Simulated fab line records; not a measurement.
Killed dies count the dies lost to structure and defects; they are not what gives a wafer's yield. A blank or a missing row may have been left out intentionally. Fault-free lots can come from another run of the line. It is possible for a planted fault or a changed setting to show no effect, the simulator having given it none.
fab line records	flow n5Finfet
record lots=7	wafers=21
route steps=1938 shown GATE_CUT@490 MOL_CONTACT_COAG@537 BEOL_M1@783 BEOL_M2@887
startH: hours from the record's first day to the start of the lot's first wafer shown	waitH: how many hours have passed since the lot's step before this one	" unchanged from the row above	L1.1+2: several wafers, shown together as one row	- no value present, or no start provided	* or withheld: withheld	< > ~ a bound
route shown NAME@n: names a module that has steps shown in the file, with the first one's number in the route	usual: mean/standard deviation of fault-free wafers	same: alike in all rows	chamber/n: place in a boat	sites: each site's reading	_std_site: the values' standard deviation	_edge_site: outer sites' mean less inner sites'	radiusMm: for every site, how far away it sits from the centre of the wafer	mask NAME#n: copy n	behind: the last tool/chamber to shape the wafer	hold: why the lot went on hold/how many hours it stayed there/how the hold came to an end	device: whichever transistor did not switch (one of n, p or np)	end of line: tests run on the same wafers once the route is complete	a step given without rows: its recipe and nothing more	killed: not the wafer's yield, but the dies lost to structure and defects at the first sort	map: per-die view of a wafer (x killed, . not killed, _ where there is no die)
set.NAME: setting as actually run; set.NAME@STEP: the setting as run at that earlier step	model.NAME: the simulator's own value behind a step, which no gauge read
one table per step and one row per wafer, for lots whose settings were changed on purpose
## steps
# step N5_GATE_CUT_DESCUM_18
# recipe chemistry=O2	timeS=7	sourcePowerW=50	biasPowerW=20	pressureMtorr=20	rfFrequencyHz=2.712e+07	tempC=40	resist=CAR-EUV	o2FlowSccm=225
lot.wafer	tool	chamber	startH	waitH	set.timeS	set.doseMj@GATE_CUT_EXPOSE_10	model.GATE_CUT.cdNm	model.CAR-EUV_of_GATE_CUT_COAT_07.thkNm
L074.1	rieDiel-05	2	82.41	0.0	8.143	46.3	21.6	25.4
L074.3	"	3	"	"	8.143	46.3	21.4	25.2
L074.6	"	2	"	"	7	43.25	20	26
L080.2	rieDiel-05	2	121.26	0.5	7	43.25	20	26.2
L080.3+5	"	1,0	"	"	7	43.25	20.2	26.2
L089.2	rieDiel-01	2	173.40	0.0	7	43.25	20.2	26
L089.4+6	"	3,2	"	"	7	43.25	20	26
L091.3	rieDiel-01	3	185.05	0.0	7	43.25	20	26.2
L091.4	"	2	"	"	5.523	43.25	19.8	27
L091.5	"	3	"	"	5.523	46.44	21.2	27
L092.3+4	rieDiel-01	1,2	190.43	0.0	8.409	43.25	20	25.6
L092.6	"	3	"	"	7	43.25	20.2	26.2
L093.1	rieDiel-04	1	197.79	0.0	7	43.25	20	26
L093.4+5	"	2,0	"	"	7	45.25	21	26
L097.1	rieDiel-05	1	221.31	0.0	6.43	45.1	20.6	26.4
L097.4	"	3	"	"	7	43.25	20	26
L097.5	"	3	"	"	6.43	43.25	20	26.4
# step N5_GATE_CUT_ETCH_28
# recipe chemistry=N2/H2	target=underlayer	targetDepthA=130	maskMaterial=CAR-EUV	timeS=10.4	ionEnergyEv=200	pressureMtorr=30	sourceW=840	biasW=150	n2FlowSccm=200	h2FlowSccm=200	ends=cleared
lot.wafer	tool	chamber	startH	waitH	set.doseMj@GATE_CUT_EXPOSE_10	model.GATE_CUT.cdNm
L074.1+3	rieDiel-05	2,3	82.45	0.0	46.3	21.4
L074.6	"	2	"	"	43.25	20
L080.2	rieDiel-05	2	121.30	0.0	43.25	20
L080.3+5	"	1,0	"	"	43.25	20.2
L089.2+6	rieDiel-01	2	173.44	0.0	43.25	20.2
L089.4	"	3	"	"	43.25	19.8
L091.3	rieDiel-01	3	185.08	0.0	43.25	20
L091.4	"	2	"	"	43.25	19.8
L091.5	"	3	"	"	46.44	21.2
L092.3	rieDiel-01	1	190.46	0.0	43.25	19.8
L092.4	"	2	"	"	43.25	20.2
L092.6	"	3	"	"	43.25	20
L093.1	rieDiel-04	1	197.83	0.0	43.25	20
L093.4	"	2	"	"	45.25	21
L093.5	"	0	"	"	45.25	20.8
L097.1	rieDiel-05	1	221.34	0.0	45.1	20.6
L097.4+5	"	3	"	"	43.25	20
# step N5_GATE_CUT_ETCH_36
# recipe chemistry=CF4	target=SiARC	targetDepthA=130	maskMaterial=CAR-EUV	timeS=21.7	ionEnergyEv=80	pressureMtorr=40	sourceW=545	biasW=36	Ar_flow_sccm=100	cf4FlowSccm=100	ends=cleared
lot.wafer	tool	chamber	startH	waitH	set.timeS@GATE_CUT_DESCUM_18	model.CAR-EUV_of_GATE_CUT_COAT_07.thkNm
L074.1	rieDiel-05	2	82.47	0.0	8.143	6.4
L074.3	"	3	"	"	8.143	6
L074.6	"	2	"	"	7	7
L080.2+3+5	rieDiel-05	2,1,0	121.32	0.0	7	7
L089.2+4+6	rieDiel-01	2,3,2	173.45	0.0	7	7
L091.3	rieDiel-01	3	185.10	0.0	7	7.2
L091.4+5	"	2,3	"	"	5.523	7.8
L092.3	rieDiel-01	1	190.48	0.0	8.409	6.2
L092.4	"	2	"	"	8.409	6.4
L092.6	"	3	"	"	7	7
L093.1+5	rieDiel-04	1,0	197.85	0.0	7	6.8
L093.4	"	2	"	"	7	7
L097.1	rieDiel-05	1	221.36	0.0	6.43	7.4
L097.4	"	3	"	"	7	7
L097.5	"	3	"	"	6.43	7.2
# step N5_GATE_CUT_ETCH_37
# recipe chemistry=N2/H2	target=SOC	targetDepthA=600	overetchA=120	maskMaterial=SiARC	tempC=40	timeS=90	ionEnergyEv=200	pressureMtorr=30	sourceW=840	biasW=150	n2FlowSccm=200	h2FlowSccm=200
# step N5_GATE_CUT_STRIP_38
# recipe chemistry=N2/H2	tempC=40	n2FlowSccm=200	h2FlowSccm=200	rfFrequencyHz=6e+07
# step N5_GATE_CUT_STRIP_41
# recipe chemistry=CF4	resist=SiARC	powerW=300	biasPowerW=75	pressureMtorr=50	cf4FlowSccm=150	rfFrequencyHz=6e+07
# step N5_GATE_CUT_STRIP_42
# recipe chemistry=O2	powerW=400	tempC=40	pressureMtorr=30	rfFrequencyHz=6e+07	biasPowerW=0	overashFraction=0.3	o2FlowSccm=225
# step N5_GATE_CUT_ETCH_19
# recipe chemistry=CH3F/O2	target=SiNx	maskMaterial=SiO2	targetDepthA=537	timeS=76.7	pressureMtorr=30	sourceW=395	biasW=73	Ar_flow_sccm=150	CH3F_flow_sccm=30	O2_flow_sccm=20	ionEnergyEv=120	ends=cleared
lot.wafer	tool	chamber	startH	waitH	set.doseMj@GATE_CUT_EXPOSE_10	model.GATE_CUT.cdNm
L074.1+3	rieDiel-05	2,3	82.70	0.0	46.3	21.6
L074.6	"	2	"	"	43.25	20
L080.2	rieDiel-05	2	121.55	0.0	43.25	19.8
L080.3	"	1	"	"	43.25	20.4
L080.5	"	0	"	"	43.25	20.2
L089.2	rieDiel-01	2	173.69	0.0	43.25	20.2
L089.4	"	3	"	"	43.25	19.8
L089.6	"	2	"	"	43.25	20
L091.3	rieDiel-01	3	185.34	0.0	43.25	20
L091.4	"	2	"	"	43.25	19.8
L091.5	"	3	"	"	46.44	21.2
L092.3+4	rieDiel-01	1,2	190.71	0.0	43.25	19.8
L092.6	"	3	"	"	43.25	20
L093.1	rieDiel-04	1	198.08	0.0	43.25	20.4
L093.4	"	2	"	"	45.25	21.2
L093.5	"	0	"	"	45.25	20.8
L097.1	rieDiel-05	1	221.59	0.0	45.1	20.4
L097.4+5	"	3	"	"	43.25	20.2
# step N5_MOL_CONTACT_COAG_ETCH_15
# recipe chemistry=CH3F/O2	target=SiNx	targetDepthA=70	maskMaterial=SOC	stopOn=Si:P	overEtchFrac=0.75	ionEnergyEv=120	pressureMtorr=30	sourceW=395	biasW=73	Ar_flow_sccm=150	CH3F_flow_sccm=30	O2_flow_sccm=20
# usual rfVppV=296/5.8
lot.wafer	tool	chamber	startH	waitH	set.sourceW	rfVppV
L074.1	rieDiel-02	0	86.74	0.0	395	298
L074.3	"	2	"	"	353.9	315
L074.6	"	0	"	"	395	298
L080.2	rieDiel-06	2	125.72	0.0	395	291
L080.3	"	0	"	"	395	294
L080.5	"	0	"	"	395	294
L089.2	rieDiel-03	0	177.57	0.0	395	295
L089.4	"	1	"	"	436.9	275
L089.6	"	1	"	"	436.9	273
L091.3	rieDiel-06	0	190.15	0.0	448.9	278
L091.4	"	0	"	"	448.9	277
L091.5	"	1	"	"	395	309
L092.3	rieDiel-06	1	194.58	0.0	346.7	328
L092.4	"	2	"	"	395	295
L092.6	"	2	"	"	395	297
L093.1	rieDiel-06	0	202.25	0.0	452.6	275
L093.4	"	1	"	"	452.6	290
L093.5	"	2	"	"	395	296
L097.1	rieDiel-06	3	225.86	0.0	395	292
L097.4	"	2	"	"	395	297
L097.5	"	0	"	"	395	293
# step N5_MOL_CONTACT_COAG_EXPOSE_37
# recipe maskId=VD	na=0.33	sourceShape=annular	sigmaInner=0.3	sigmaOuter=0.7	polarization=unpolarized	defocusNm=0	doseMj=62
lot.wafer	tool	chamber	startH	waitH	mask	set.doseMj
L074.1	euvScanner-02	0	102.46	-	VD#0	58.2
L074.3+6	"	0	"	"	VD#0	62
L080.2+3+5	euvScanner-02	0	137.13	-	VD#0	62
L089.2+4	euvScanner-01	0	187.56	-	VD#0	64.4
L089.6	"	0	"	"	VD#0	62
L091.3+5	euvScanner-02	0	201.25	-	VD#0	62
L091.4	"	0	"	"	VD#0	66.13
L092.3+4+6	euvScanner-02	0	206.26	-	VD#0	62
L093.1+5	euvScanner-02	0	211.94	-	VD#0	58.73
L093.4	"	0	"	"	VD#0	62
L097.1+4+5	euvScanner-01	0	235.67	-	VD#0	62
# step N5_MOL_CONTACT_COAG_PEB_38
# recipe pebTempC=100	pebTimeS=60	resist=CAR-EUV
# step N5_MOL_CONTACT_COAG_DEVELOP_39
# recipe developTimeS=30	developer=TMAH	resist=CAR-EUV	rinseLiquid=surfactantRinse	dry=airSpin	devTempC=23
# step N5_MOL_CONTACT_COAG_CD_MEAS_40
# recipe targetCdNm=25.1	landingEnergyEv=500	detector=seInlens	polarity=opening
# usual cdNm=25.08/0.22
lot.wafer	tool	chamber	startH	waitH	set.doseMj@MOL_CONTACT_COAG_EXPOSE_37	cdNm
L074.1	cdSem-01	0	102.60	-	58.2	23.83
L074.3	"	0	"	"	62	25.04
L074.6	"	0	"	"	62	25.02
L080.2	cdSem-03	0	137.26	-	62	25.39
L080.3	"	0	"	"	62	25.00
L080.5	"	0	"	"	62	25.11
L089.2	cdSem-02	0	187.69	-	64.4	26.10
L089.4	"	0	"	"	64.4	25.76
L089.6	"	0	"	"	62	25.22
L091.3	cdSem-03	0	201.38	-	62	24.73
L091.4	"	0	"	"	66.13	25.96
L091.5	"	0	"	"	62	24.50
L092.3	cdSem-01	0	206.39	-	62	25.07
L092.4	"	0	"	"	62	25.22
L092.6	"	0	"	"	62	25.31
L093.1	cdSem-03	0	212.09	-	58.73	24.09
L093.4	"	0	"	"	62	25.25
L093.5	"	0	"	"	58.73	24.00
L097.1	cdSem-02	0	235.82	-	62	25.14
L097.4	"	0	"	"	62	24.87
L097.5	"	0	"	"	62	25.08
# step N5_MOL_CONTACT_COAG_DESCUM_45
# recipe chemistry=O2	timeS=7	sourcePowerW=50	biasPowerW=20	pressureMtorr=20	rfFrequencyHz=2.712e+07	tempC=40	resist=CAR-EUV	o2FlowSccm=225
lot.wafer	tool	chamber	startH	waitH	set.timeS	model.CAR-EUV_of_MOL_CONTACT_COAG_COAT_34.thkNm
L074.1+3+6	rieDiel-02	1,0,1	102.73	0.0	5.622	37
L080.2+3	rieDiel-06	2,1	137.57	0.2	7	36
L080.5	"	1	"	"	7	36.2
L089.2	rieDiel-02	1	187.81	0.0	8.523	35.4
L089.4+6	"	0,2	"	"	7	36.2
L091.3	rieDiel-02	2	201.51	0.0	5.717	36.6
L091.4	"	0	"	"	5.717	36.8
L091.5	"	1	"	"	7	36
L092.3+6	rieDiel-02	0	206.54	0.1	6.148	36.6
L092.4	"	1	"	"	7	36
L093.1+4	rieDiel-06	2,0	212.22	0.0	7	36.2
L093.5	"	1	"	"	7	36.4
L097.1	rieDiel-02	2	236.02	0.1	8.143	35.4
L097.4	"	0	"	"	7	36
L097.5	"	0	"	"	7	36.4
# step N5_MOL_CONTACT_COAG_ETCH_65
# recipe chemistry=N2/H2	target=underlayer	targetDepthA=130	maskMaterial=CAR-EUV	timeS=10.4	ionEnergyEv=200	pressureMtorr=30	sourceW=840	biasW=150	n2FlowSccm=200	h2FlowSccm=200	ends=cleared
lot.wafer	tool	chamber	startH	waitH	set.timeS@MOL_CONTACT_COAG_DESCUM_45	model.CAR-EUV_of_MOL_CONTACT_COAG_COAT_34.thkNm
L074.1	rieDiel-02	1	102.76	0.0	5.622	25.4
L074.3+6	"	0,1	"	"	5.622	25.6
L080.2+3	rieDiel-06	2,1	137.61	0.0	7	24.6
L080.5	"	1	"	"	7	24.8
L089.2	rieDiel-02	1	187.85	0.0	8.523	24
L089.4+6	"	0,2	"	"	7	24.8
L091.3	rieDiel-02	2	201.54	0.0	5.717	25.2
L091.4	"	0	"	"	5.717	25.4
L091.5	"	1	"	"	7	24.6
L092.3+6	rieDiel-02	0	206.58	0.0	6.148	25
L092.4	"	1	"	"	7	24.6
L093.1	rieDiel-06	2	212.25	0.0	7	24.8
L093.4	"	0	"	"	7	24.6
L093.5	"	1	"	"	7	25
L097.1	rieDiel-02	2	236.06	0.0	8.143	24
L097.4	"	0	"	"	7	24.6
L097.5	"	0	"	"	7	24.8
# step N5_MOL_CONTACT_COAG_ETCH_66
# recipe chemistry=CF4	target=SiARC	targetDepthA=130	maskMaterial=CAR-EUV	timeS=21.7	ionEnergyEv=80	pressureMtorr=40	sourceW=545	biasW=36	Ar_flow_sccm=100	cf4FlowSccm=100	ends=cleared
lot.wafer	tool	chamber	startH	waitH	set.timeS@MOL_CONTACT_COAG_DESCUM_45	model.CAR-EUV_of_MOL_CONTACT_COAG_COAT_34.thkNm
L074.1+6	rieDiel-02	1	102.78	0.0	5.622	17.8
L074.3	"	0	"	"	5.622	18
L080.2+3	rieDiel-06	2,1	137.63	0.0	7	17
L080.5	"	1	"	"	7	17.2
L089.2	rieDiel-02	1	187.87	0.0	8.523	16.4
L089.4	"	0	"	"	7	17
L089.6	"	2	"	"	7	17.2
L091.3	rieDiel-02	2	201.56	0.0	5.717	17.4
L091.4	"	0	"	"	5.717	17.8
L091.5	"	1	"	"	7	17
L092.3+6	rieDiel-02	0	206.60	0.0	6.148	17.4
L092.4	"	1	"	"	7	17
L093.1+4	rieDiel-06	2,0	212.27	0.0	7	17
L093.5	"	1	"	"	7	17.4
L097.1	rieDiel-02	2	236.08	0.0	8.143	16.4
L097.4	"	0	"	"	7	17
L097.5	"	0	"	"	7	17.2
# step N5_MOL_CONTACT_COAG_ALD_133
# recipe material=SiO2	targetThkA=50	tempC=100	aldPrecursorFamily=BDEAS	aldCoReactant=O2-plasma	pulseTimeS=1	coReactantPulseTimeS=1	purgeTimeS=2	coReactantPurgeTimeS=2	aldCycles=35	pressureTorr=2
# step N5_MOL_CONTACT_COAG_ETCHBACK_134
# recipe chemistry=CHF3	target=SiO2	targetDepthA=100	timeS=6.7	ionEnergyEv=200	pressureMtorr=30	sourceW=610	biasW=170	Ar_flow_sccm=200	CHF3_flow_sccm=50
lot.wafer	tool	chamber	startH	waitH	set.timeS@MOL_CONTACT_COAG_DESCUM_45	model.CAR-EUV_of_MOL_CONTACT_COAG_COAT_34.thkNm
L074.1+6	rieDiel-06	1,2	103.12	0.2	5.622	16.4
L074.3	"	0	"	"	5.622	16.6
L080.2+3	rieDiel-02	2,1	137.90	0.1	7	15.6
L080.5	"	0	"	"	7	15.8
L089.2	rieDiel-02	0	188.32	0.1	8.523	15
L089.4	"	1	"	"	7	15.6
L089.6	"	2	"	"	7	15.8
L091.3	rieDiel-03	3	201.82	0.1	5.717	16
L091.4	"	1	"	"	5.717	16.2
L091.5	"	1	"	"	7	15.4
L092.3+6	rieDiel-06	1	206.86	0.1	6.148	16
L092.4	"	2	"	"	7	15.6
L093.1+4	rieDiel-03	3,1	212.64	0.1	7	15.6
L093.5	"	0	"	"	7	15.8
L097.1	rieDiel-06	3	236.69	0.5	8.143	14.8
L097.4	"	1	"	"	7	15.6
L097.5	"	3	"	"	7	15.8
# step N5_BEOL_M1_EXPOSE_25
# recipe maskId=V0	na=0.33	sourceShape=quasar	sigmaInner=0.2	sigmaOuter=0.8	polarization=unpolarized	defocusNm=5	targetCdNm=24	doseMj=63
lot.wafer	tool	chamber	startH	waitH	mask	set.doseMj
L074.1+6	euvScanner-01	0	128.53	-	V0#0	63
L074.3	"	0	"	"	V0#0	60.54
L080.2+3+5	euvScanner-01	0	159.91	-	V0#0	63
L089.2+4+6	euvScanner-01	0	211.01	-	V0#0	63
L091.3+5	euvScanner-02	0	221.01	-	V0#0	65.2
L091.4	"	0	"	"	V0#0	63
L092.3+6	euvScanner-01	0	228.48	-	V0#0	63
L092.4	"	0	"	"	V0#0	60.81
L093.1+4	euvScanner-01	0	234.04	-	V0#0	65.43
L093.5	"	0	"	"	V0#0	63
L097.1	euvScanner-01	0	260.17	-	V0#0	63
L097.4+5	"	0	"	"	V0#0	60.79
# step N5_BEOL_M1_ETCH_70
# recipe chemistry=N2/H2	target=SOC	targetDepthA=800	overetchA=160	maskMaterial=SiARC	tempC=40	timeS=120	ionEnergyEv=200	pressureMtorr=30	sourceW=840	biasW=150	n2FlowSccm=200	h2FlowSccm=200
# usual rfVppV=524.3/3
lot.wafer	tool	chamber	startH	waitH	set.biasW	rfVppV	model.SiARC_of_BEOL_M1_COAT_68.thkNm
L074.1	rieDiel-01	2	136.99	0.0	133.8	486.3	7.2
L074.3	"	3	"	"	133.8	488.8	7.4
L074.6	"	2	"	"	150	522.3	6.4
L080.2	rieDiel-05	1	164.32	0.0	150	520.5	6.4
L080.3	"	2	"	"	150	524.8	6.2
L080.5	"	0	"	"	150	525.7	6.6
L089.2	rieDiel-05	1	216.17	0.0	150	520.9	6.4
L089.4	"	3	"	"	150	525.6	6.4
L089.6	"	1	"	"	166.2	556.1	5.6
L091.3	rieDiel-05	3	223.45	0.0	150	524.9	6.4
L091.4	"	0	"	"	170.6	567.6	5.6
L091.5	"	0	"	"	170.6	569.5	5.6
L092.3	rieDiel-05	3	229.84	0.0	171.9	573.9	5.6
L092.4	"	1	"	"	150	520.5	6.4
L092.6	"	2	"	"	171.9	571.7	5.2
L093.1	rieDiel-01	3	237.25	0.0	124.5	464.9	7.8
L093.4	"	2	"	"	124.5	462.9	7.8
L093.5	"	1	"	"	124.5	462.7	7.8
L097.1	rieDiel-01	2	270.63	0.0	150	520.5	6.6
L097.4	"	1	"	"	166.6	559.1	5.8
L097.5	"	1	"	"	150	521.6	6.6
# step N5_BEOL_M1_STRIP_71
# recipe chemistry=N2/H2	tempC=40	n2FlowSccm=200	h2FlowSccm=200	rfFrequencyHz=6e+07
# step N5_BEOL_M1_STRIP_78
# recipe chemistry=N2/H2	tempC=40	n2FlowSccm=200	h2FlowSccm=200	rfFrequencyHz=6e+07
# step N5_BEOL_M1_VIA_ETCH_34
# recipe chemistry=C4F6/O2	targetDepthA=678	maskMaterial=SOC	pressureMtorr=15	ionEnergyEv=250	taperDeg=4	timeS=64.4	sourceW=350	biasW=170	Ar_flow_sccm=300	C4F6_flow_sccm=10	O2_flow_sccm=10
lot.wafer	tool	chamber	startH	waitH	set.doseMj@BEOL_M1_EXPOSE_25	model.BEOL_M1.cdNm
L074.1+6	rieDiel-01	2	137.09	0.0	63	18
L074.3	"	3	"	"	60.54	17.2
L080.2	rieDiel-05	1	164.42	0.0	63	18
L080.3	"	2	"	"	63	17.6
L080.5	"	0	"	"	63	17.8
L089.2	rieDiel-05	1	216.27	0.0	63	18
L089.4	"	3	"	"	63	18.4
L089.6	"	1	"	"	63	18.2
L091.3	rieDiel-05	3	223.55	0.0	65.2	19
L091.4	"	0	"	"	63	18.2
L091.5	"	0	"	"	65.2	18.6
L092.3+6	rieDiel-05	3,2	229.94	0.0	63	18
L092.4	"	1	"	"	60.81	17
L093.1	rieDiel-01	3	237.35	0.0	65.43	19
L093.4	"	2	"	"	65.43	18.8
L093.5	"	1	"	"	63	18.4
L097.1	rieDiel-01	2	270.73	0.0	63	18
L097.4	"	1	"	"	60.79	17.2
L097.5	"	1	"	"	60.79	17.4
# step N5_BEOL_M2_VIA_ETCH_34
# recipe chemistry=C4F6/O2	targetDepthA=694	maskMaterial=SOC	pressureMtorr=15	ionEnergyEv=250	taperDeg=4	timeS=65.9	sourceW=350	biasW=170	Ar_flow_sccm=300	C4F6_flow_sccm=10	O2_flow_sccm=10
# usual rfVppV=664/13
lot.wafer	tool	chamber	startH	waitH	set.sourceW	rfVppV	model.etch.depthNm
L074.1	rieDiel-03	2	144.28	0.0	350	652	67.22
L074.3	"	3	"	"	350	670	67.69
L074.6	"	2	"	"	350	652	67.08
L080.2	rieDiel-06	3	177.60	0.0	350	655	69.72
L080.3	"	0	"	"	350	658	69.2
L080.5	"	0	"	"	350	659	69.29
L091.3	rieDiel-02	3	232.90	0.0	407.6	614	73.93
L091.4	"	3	"	"	350	659	68.72
L091.5	"	0	"	"	407.6	619	69.91
L089.2	rieDiel-03	3	233.10	0.0	403.6	626	71.21
L089.4	"	0	"	"	403.6	614	72.69
L089.6	"	0	"	"	350	659	68.43
L092.3	rieDiel-06	1	242.34	0.0	397.9	650	71.73
L092.4	"	0	"	"	397.9	620	73.34
L092.6	"	1	"	"	350	693	68.74
L093.1	rieDiel-02	3	250.17	0.0	397.2	620	73.23
L093.4	"	1	"	"	350	674	68.12
L093.5	"	0	"	"	350	665	66.23
L097.1	rieDiel-06	1	281.26	0.0	350	691	67.67
L097.4	"	3	"	"	376.5	631	70.64
L097.5	"	0	"	"	376.5	635	70.84
## key
split step=N5_GATE_CUT_DESCUM_18	setting=timeS	stated=7	by=wafer
response step=N5_GATE_CUT_DESCUM_18	reading=model.CAR-EUV_of_GATE_CUT_COAT_07.thkNm	change=-0.0369	per=1%	r=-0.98
response step=N5_GATE_CUT_ETCH_36	reading=model.CAR-EUV_of_GATE_CUT_COAT_07.thkNm	change=-0.0357	per=1%	r=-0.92
split step=N5_MOL_CONTACT_COAG_ETCH_15	setting=sourceW	stated=395	by=wafer
response step=N5_MOL_CONTACT_COAG_ETCH_15	reading=rfVppV	change=-1.84	per=1%	r=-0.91
split step=N5_MOL_CONTACT_COAG_EXPOSE_37	setting=doseMj	stated=62	by=wafer
response step=N5_MOL_CONTACT_COAG_CD_MEAS_40	reading=cdNm	change=+0.204	per=1%	r=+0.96
split step=N5_MOL_CONTACT_COAG_DESCUM_45	setting=timeS	stated=7	by=wafer
response step=N5_MOL_CONTACT_COAG_DESCUM_45	reading=model.CAR-EUV_of_MOL_CONTACT_COAG_COAT_34.thkNm	change=-0.0413	per=1%	r=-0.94
response step=N5_MOL_CONTACT_COAG_ETCH_65	reading=model.CAR-EUV_of_MOL_CONTACT_COAG_COAT_34.thkNm	change=-0.038	per=1%	r=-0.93
response step=N5_MOL_CONTACT_COAG_ETCH_66	reading=model.CAR-EUV_of_MOL_CONTACT_COAG_COAT_34.thkNm	change=-0.0347	per=1%	r=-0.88
response step=N5_MOL_CONTACT_COAG_ETCHBACK_134	reading=model.CAR-EUV_of_MOL_CONTACT_COAG_COAT_34.thkNm	change=-0.0389	per=1%	r=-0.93
split step=N5_BEOL_M1_EXPOSE_25	setting=doseMj	stated=63	by=wafer
response step=N5_BEOL_M1_VIA_ETCH_34	reading=model.BEOL_M1.cdNm	change=+0.196	per=1%	r=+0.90
split step=N5_BEOL_M1_ETCH_70	setting=biasW	stated=150	by=wafer
response step=N5_BEOL_M1_ETCH_70	reading=rfVppV	change=+3.32	per=1%	r=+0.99
response step=N5_BEOL_M1_ETCH_70	reading=model.SiARC_of_BEOL_M1_COAT_68.thkNm	change=-0.0697	per=1%	r=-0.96
split step=N5_BEOL_M2_VIA_ETCH_34	setting=sourceW	stated=350	by=wafer
response step=N5_BEOL_M2_VIA_ETCH_34	reading=rfVppV	change=-3.42	per=1%	r=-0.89
response step=N5_BEOL_M2_VIA_ETCH_34	reading=model.etch.depthNm	change=+0.283	per=1%	r=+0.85
split outsideThisFile step=N5_GATE_CUT_EXPOSE_10 setting=doseMj
# split outsideThisFile: this setting was split too, and the file shows its column; the key of that split is in another file
